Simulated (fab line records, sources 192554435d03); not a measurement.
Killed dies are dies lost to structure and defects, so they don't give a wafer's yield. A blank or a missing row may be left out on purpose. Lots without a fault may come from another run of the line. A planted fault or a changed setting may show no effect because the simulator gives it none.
Chamber matching | flow n5_finfet | N5_BEOL_M13_ETCH_59 on rie_diel-05: 4 sister chambers
The step etches BARC in N2/H2, target depth 89 nm, overetch 26.7 nm, time 67.9 s. 16 wafers are shown with their chamber, then 8 later ones without.

WAFERS WITH THEIR CHAMBER
wafer  | chamber | showerhead_plenum_p_Torr (Torr) | drypump_motor_current_A (A) | rf_vpp_V (V)
L076.1 | 0       | 2.45                            | 5.1                         | 521.4
L076.4 | 1       | 2.55                            | 5.8                         | 523.6
L076.6 | 3       | 2.62                            | 5.7                         | 526.1
L079.2 | 1       | 2.55                            | 5.8                         | 523.4
L079.3 | 3       | 2.61                            | 5.6                         | 525.1
L079.6 | 3       | 2.61                            | 5.7                         | 525.6
L082.1 | 0       | 2.45                            | 5.2                         | 521.3
L082.5 | 2       | 2.56                            | 5.8                         | 524.8
L082.6 | 3       | 2.61                            | 5.7                         | 524.9
L083.2 | 1       | 2.54                            | 5.8                         | 523.2
L083.4 | 1       | 2.54                            | 5.8                         | 524.6
L083.6 | 2       | 2.56                            | 5.8                         | 525.0
L088.1 | 3       | 2.61                            | 5.7                         | 526.1
L088.3 | 1       | 2.54                            | 5.8                         | 524.0
L088.5 | 1       | 2.54                            | 5.8                         | 524.6
L089.1 | 3       | 2.60                            | 5.7                         | 525.3

SIGNATURES (means of the wafers above)
reading                  | chamber 0 | chamber 1 | chamber 2 | chamber 3 | scatter within a chamber
showerhead_plenum_p_Torr | 2.4500    | 2.5433    | 2.5600    | 2.6100    | 0.00527
drypump_motor_current_A  | 5.150     | 5.800     | 5.800     | 5.683     | 0.0333
rf_vpp_V                 | 521.350   | 523.900   | 524.900   | 525.517   | 0.511
Rule: a wafer's distance from a chamber is the root of the sum, over the readings, of the square of ((its reading less the chamber's mean) divided by the reading's scatter). The wafer belongs to the nearest chamber; if the next one is less than 2 further off, it can't be placed. The scatter: the root of (the sum of the squares of (reading less its chamber's mean) over the shown wafers, divided by (wafers less chambers)).

WAFERS WITHOUT THEIR CHAMBER
wafer  | showerhead_plenum_p_Torr (Torr) | drypump_motor_current_A (A) | rf_vpp_V (V)
L089.2 | 2.55                            | 5.9                         | 524.5
L089.6 | 2.44                            | 5.2                         | 520.6
L095.3 | 2.54                            | 5.8                         | 525.2
L095.4 | 2.55                            | 5.8                         | 525.0
L095.6 | 2.55                            | 5.8                         | 523.5
L097.4 | 2.53                            | 5.8                         | 525.0
L097.5 | 2.60                            | 5.7                         | 526.0
L097.6 | 2.55                            | 5.8                         | 524.3

WHICH CHAMBER EACH WENT THROUGH
wafer  | from the rows above     | in truth
L089.2 | can't be placed: 1 or 2 | 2
L089.6 | 0                       | 0
L095.3 | can't be placed: 1 or 2 | 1
L095.4 | can't be placed: 2 or 1 | 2
L095.6 | can't be placed: 1 or 2 | 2
L097.4 | 1                       | 1
L097.5 | 3                       | 3
L097.6 | can't be placed: 1 or 2 | 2
Placed correctly: 3 of 8. Can't be placed from these rows: 5 (the true chamber is among the candidates in 5). Placed wrongly: 0.
